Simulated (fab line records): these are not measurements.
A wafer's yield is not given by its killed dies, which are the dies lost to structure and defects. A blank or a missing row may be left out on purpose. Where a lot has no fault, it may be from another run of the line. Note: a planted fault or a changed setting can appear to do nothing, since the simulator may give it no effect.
The same fault as seen by 2 desks -- flow nand harc -- every desk sees just its own numbers, and what lay behind them comes last

== THE TOOL OWNER'S DESK: krf scanner-04 ==
The tool's own readings at NHARC_A_ZERO_WELL_EXPOSE_07 (exposes mask A ZERO): means of the sampled wafers that have a number, for each lot that ran on this tool. If a lot's mean is further than 4 standard deviations from the usual mean, the lot is out of limits and carries the mark OUT (the distance appears in the brackets).
Columns: A = exposure dose mJ cm2 at NHARC_A_ZERO_WELL_EXPOSE_07, usual 34.10
lot,first seen here,A
L151,day 8 00:14,34.23
L152,day 8 07:47,34.20
L160,day 11 16:33,43.10 (+50) OUT
L165,day 14 00:28,41.30 (+40) OUT
This desk's verdict: out of limits on L160, L165, starting with L160 at day 11 16:33 (exposure dose mJ cm2 at NHARC_A_ZERO_WELL_EXPOSE_07). Within limits: L151, L152.

== AT THE METROLOGY DESK ==
What the gauges read for every lot (on any tool): the sampled wafers with a number, averaged. If a lot's mean is further than 4 standard deviations from the usual mean, the lot is out of limits and carries the mark OUT (the distance appears in the brackets).
Columns: A = thk nm at NHARC_P_BONDPAD_THK_MEAS_20, usual 161.2 nm; B = cd nm at NHARC_A_ZERO_WELL_CD_MEAS_10, usual 1999.5 nm
lot,first seen here,A,B
L148,day 6 16:46,163.9,1999.2
L149,day 7 07:43,162.6,1998.2
L151,day 7 22:50,161.5,1999.3
L152,day 8 06:32,161.7,1999.5
L153,day 8 22:55,161.1,1999.1
L160,day 11 15:19,161.1,2007.1 (+4.7) OUT
L165,day 13 23:05,160.4,2003.8
L167,day 14 08:05,161.7,2000.0
L169,day 15 08:00,162.0,2001.1
L170,day 15 17:04,160.7,2000.1
L171,day 16 08:03,159.7,1999.5
This desk's verdict: out of limits on L160, starting with L160 at day 11 16:42 (cd nm at NHARC_A_ZERO_WELL_CD_MEAS_10). Within limits: L148, L149, L151, L152, L153, L165, L167, L169, L170, L171.

== PUT TOGETHER ==
At day 11 16:33, on L160, L165, the tool owner's desk was in a position to raise an alarm.
Metrology desk: alarm possible at day 11 16:42 on L160.
The metrology desk holds a record of L165, inside its limits.
Every lot named ran NHARC_A_ZERO_WELL_EXPOSE_07 on krf scanner-04.

== WHAT WAS PUT IN BY THE SIMULATOR ==
Process parameter drift: krf scanner-04, from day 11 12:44 on, at NHARC_A_ZERO_WELL_EXPOSE_07. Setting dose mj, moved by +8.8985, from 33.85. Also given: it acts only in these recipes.
Struck lots among those shown: L160, L165.
Delay (hours) between the fault's onset and each desk's first out-of-limits reading: 4 at the tool owner's desk, 4 at the metrology desk.
